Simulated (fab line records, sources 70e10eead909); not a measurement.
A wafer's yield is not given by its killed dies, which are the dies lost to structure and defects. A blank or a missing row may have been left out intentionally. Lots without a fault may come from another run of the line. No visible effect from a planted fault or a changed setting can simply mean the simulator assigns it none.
Which tool was responsible? / flow nand harc / 12 lots with 36 wafers sampled at 5 steps, on a route of 1302 steps

== WHAT EACH GAUGE READ, for each wafer ==
NHARC_A_CONTACT_CD_MEAS_08: target cd 200 nm.
lot=L076; measured=day 22 17:11; on=cd sem-02; cd nm (nm)=201.0 199.5 199.7
lot=L078; measured=day 23 05:28; on=cd sem-02; cd nm (nm)=199.3 199.9 199.6
lot=L079; measured=day 23 14:16; on=cd sem-02; cd nm (nm)=200.0 200.2 200.5
lot=L080; measured=day 24 08:48; on=cd sem-01; cd nm (nm)=200.3 200.9 200.8
lot=L082; measured=day 25 12:22; on=cd sem-01; cd nm (nm)=200.9 200.3 201.5
lot=L084; measured=day 26 06:18; on=cd sem-03; cd nm (nm)=200.2 199.7 199.9
lot=L086; measured=day 27 12:23; on=cd sem-01; cd nm (nm)=200.6 200.1 200.0
lot=L091; measured=day 28 09:58; on=cd sem-02; cd nm (nm)=200.4 200.1 199.9
lot=L089; measured=day 28 15:23; on=cd sem-01; cd nm (nm)=199.6 199.6 199.7
lot=L093; measured=day 30 10:32; on=cd sem-02; cd nm (nm)=200.8 200.5 200.7
lot=L094; measured=day 30 16:01; on=cd sem-03; cd nm (nm)=199.0 199.8 200.3
lot=L097; measured=day 32 10:20; on=cd sem-01; cd nm (nm)=200.9 200.3 200.5

== WHICH TOOL RAN EACH LOT (tool, then ch and the chambers of the sampled wafers, then the start) ==
lot=L076; NHARC_A_CONTACT_ETCH_119=har cap etch-03 ch 0,1, day 22 02:11; NHARC_A_CONTACT_ETCH_121=har cap etch-03 ch 0,1, day 22 02:31; NHARC_A_CONTACT_ETCH_76=rie diel-08 ch 0,2, day 22 11:21 or earlier; NHARC_A_CONTACT_ETCH_127=har cap etch-01 ch 0,1, day 22 11:21
lot=L078; NHARC_A_CONTACT_ETCH_119=har cap etch-03 ch 1, day 22 11:18; NHARC_A_CONTACT_ETCH_121=har cap etch-03 ch 1, day 22 11:38; NHARC_A_CONTACT_ETCH_76=rie diel-01 ch 1,2, day 22 20:34 or earlier; NHARC_A_CONTACT_ETCH_127=har cap etch-03 ch 0,1, day 22 20:34
lot=L079; NHARC_A_CONTACT_ETCH_119=har cap etch-01 ch 0,1, day 22 19:04; NHARC_A_CONTACT_ETCH_121=har cap etch-01 ch 0,1, day 22 19:32; NHARC_A_CONTACT_ETCH_76=rie diel-05 ch 0,2, day 23 06:46 or earlier; NHARC_A_CONTACT_ETCH_127=har cap etch-03 ch 0,1, day 23 06:46
lot=L080; NHARC_A_CONTACT_ETCH_119=har cap etch-03 ch 0,1, day 23 16:01; NHARC_A_CONTACT_ETCH_121=har cap etch-03 ch 0,1, day 23 16:25; NHARC_A_CONTACT_ETCH_76=rie diel-05 ch 1,2,3, day 24 02:53 or earlier; NHARC_A_CONTACT_ETCH_127=har cap etch-01 ch 0,1, day 24 02:53
lot=L082; NHARC_A_CONTACT_ETCH_119=har cap etch-03 ch 0,1, day 24 21:13; NHARC_A_CONTACT_ETCH_121=har cap etch-03 ch 0,1, day 24 21:33; NHARC_A_CONTACT_ETCH_76=rie diel-01 ch 1,2, day 25 06:20 or earlier; NHARC_A_CONTACT_ETCH_127=har cap etch-01 ch 0, day 25 06:20
lot=L084; NHARC_A_CONTACT_ETCH_119=har cap etch-01 ch 0,1, day 25 14:46; NHARC_A_CONTACT_ETCH_121=har cap etch-01 ch 0,1, day 25 15:06; NHARC_A_CONTACT_ETCH_76=rie diel-08 ch 0,1,2, day 25 23:57 or earlier; NHARC_A_CONTACT_ETCH_127=har cap etch-01 ch 0,1, day 25 23:57
lot=L086; NHARC_A_CONTACT_ETCH_119=har cap etch-02 ch 0,1, day 26 15:58; NHARC_A_CONTACT_ETCH_121=har cap etch-02 ch 0,1, day 26 16:19; NHARC_A_CONTACT_ETCH_76=rie diel-05 ch 0,3, day 27 06:49 or earlier; NHARC_A_CONTACT_ETCH_127=har cap etch-01 ch 0,1, day 27 06:49
lot=L091; NHARC_A_CONTACT_ETCH_119=har cap etch-02 ch 0,1, day 27 17:59; NHARC_A_CONTACT_ETCH_121=har cap etch-02 ch 0,1, day 27 18:20; NHARC_A_CONTACT_ETCH_76=rie diel-05 ch 0,1,2, day 28 04:31 or earlier; NHARC_A_CONTACT_ETCH_127=har cap etch-01 ch 0,1, day 28 04:31
lot=L089; NHARC_A_CONTACT_ETCH_119=har cap etch-03 ch 0,1, day 27 20:37; NHARC_A_CONTACT_ETCH_121=har cap etch-03 ch 0,1, day 27 20:56; NHARC_A_CONTACT_ETCH_76=rie diel-05 ch 0,2, day 28 07:37 or earlier; NHARC_A_CONTACT_ETCH_127=har cap etch-02 ch 0, day 28 07:37
lot=L093; NHARC_A_CONTACT_ETCH_119=har cap etch-02 ch 0,1, day 29 18:38; NHARC_A_CONTACT_ETCH_121=har cap etch-02 ch 0,1, day 29 18:58; NHARC_A_CONTACT_ETCH_76=rie diel-05 ch 0,1,2, day 30 04:33 or earlier; NHARC_A_CONTACT_ETCH_127=har cap etch-02 ch 0,1, day 30 04:33
lot=L094; NHARC_A_CONTACT_ETCH_119=har cap etch-03 ch 1, day 29 21:49; NHARC_A_CONTACT_ETCH_121=har cap etch-03 ch 1, day 29 22:10; NHARC_A_CONTACT_ETCH_76=rie diel-05 ch 0,1, day 30 10:30 or earlier; NHARC_A_CONTACT_ETCH_127=har cap etch-03 ch 0,1, day 30 10:30
lot=L097; NHARC_A_CONTACT_ETCH_119=har cap etch-02 ch 0,1, day 31 13:46; NHARC_A_CONTACT_ETCH_121=har cap etch-02 ch 0,1, day 31 14:07; NHARC_A_CONTACT_ETCH_76=rie diel-05 ch 0,1,3, day 32 04:57 or earlier; NHARC_A_CONTACT_ETCH_127=har cap etch-02 ch 0,1, day 32 04:57
- NHARC_A_CONTACT_ETCH_119: etches the open film in C4F8/O2/Ar, time 190 s, target depth 1850 nm.
- NHARC_A_CONTACT_ETCH_121: etches the open film in C4F8/O2/Ar, time 190 s, target depth 1850 nm.
- NHARC_A_CONTACT_ETCH_76: etches the open film in N2/H2, target depth 260 nm, time 475.3 s.
- NHARC_A_CONTACT_ETCH_127: etches the open film in C4F8/O2/Ar, time 197 s, target depth 1918 nm.

== THE ANSWER, worked out from the rows above alone ==
Rule: the usual values come from the lots themselves. The widest of any qualifying gaps counts: lots, ordered by their means at a reading, are off when they make up no more than a third of the lots, leave a main group of 4 or more, and stand apart from it by 3 or more times the standard deviation of that group's means. The tables above print the reading to a certain number of digits; a main group whose means all agree to those digits is not used. A lot without any number at a reading at which 4 lots or more have one is off too. The other lots that the step has rows for count as sound.
No lot is off at any reading shown: from this, nothing can be told.

== WHAT THE SIMULATOR PUT IN ==
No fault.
